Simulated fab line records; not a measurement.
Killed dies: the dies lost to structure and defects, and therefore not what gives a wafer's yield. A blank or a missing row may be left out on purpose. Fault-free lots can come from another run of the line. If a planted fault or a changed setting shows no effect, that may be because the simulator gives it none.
Matching of chambers ; flow nand harc ; NHARC_A_CONTACT_CMP_20 on cmp-04 has 4 sister chambers
The step polishes, t overpolish 30 s, target thk 300 nm. 14 wafers are shown with their chamber, then 7 later ones without.

## WAFERS WITH THEIR CHAMBER
wafer;chamber;motor current A (A);retaining ring pressure frac;edge zone pressure frac
L079.1;1;9.8;1.001;1.003
L079.5;0;14.8;0.988;1.002
L079.6;1;10.1;1.000;1.010
L083.1;3;11.9;1.012;0.998
L083.3;1;9.3;1.003;1.009
L083.5;0;14.5;0.998;1.006
L085.3;3;12.1;1.001;0.999
L085.4;0;14.7;0.995;1.006
L085.5;1;9.6;1.001;0.993
L086.2;2;12.6;1.010;1.002
L086.4;3;12.1;1.003;0.995
L086.6;2;13.0;1.006;1.000
L090.1;0;14.8;1.001;1.000
L090.2;1;9.6;0.998;0.997

SIGNATURES (means of the wafers above)
reading;chamber 0;chamber 1;chamber 2;chamber 3;scatter within a chamber
motor current A;14.700;9.680;12.800;12.033;0.227
retaining ring pressure frac;0.99550;1.00060;1.00800;1.00533;0.00428
edge zone pressure frac;1.00350;1.00240;1.00100;0.99733;0.00507
Rule: a wafer lies at a distance from a chamber equal to the root of the sum of squares, over the readings, of (its reading less the chamber's mean, divided by the reading's scatter). If the next closest chamber is less than 2 further off than the closest, the wafer can't be placed; otherwise it belongs to the closest. How the scatter is found: for the shown wafers, subtract from each reading the mean of its chamber, square and add these, divide the total by (wafers less chambers), then take the root.

## WAFERS WITHOUT THEIR CHAMBER
wafer;motor current A (A);retaining ring pressure frac;edge zone pressure frac
L090.6;12.5;0.998;1.004
L089.1;12.4;1.003;1.001
L089.2;14.4;0.994;0.995
L089.4;9.9;1.005;1.001
L092.1;11.6;1.007;0.996
L092.3;9.5;0.994;1.000
L092.5;11.8;1.001;1.000

## THE CHAMBER EACH PASSED THROUGH
wafer;from the rows above;in truth
L090.6;can't be placed: 2 or 3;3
L089.1;can't be placed: 3 or 2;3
L089.2;0;0
L089.4;1;1
L092.1;3;3
L092.3;1;1
L092.5;3;3
Placed correctly: 5 of 7. Can't be placed from these rows: 2 (the true chamber is among the candidates in 2). Wrongly placed: 0.
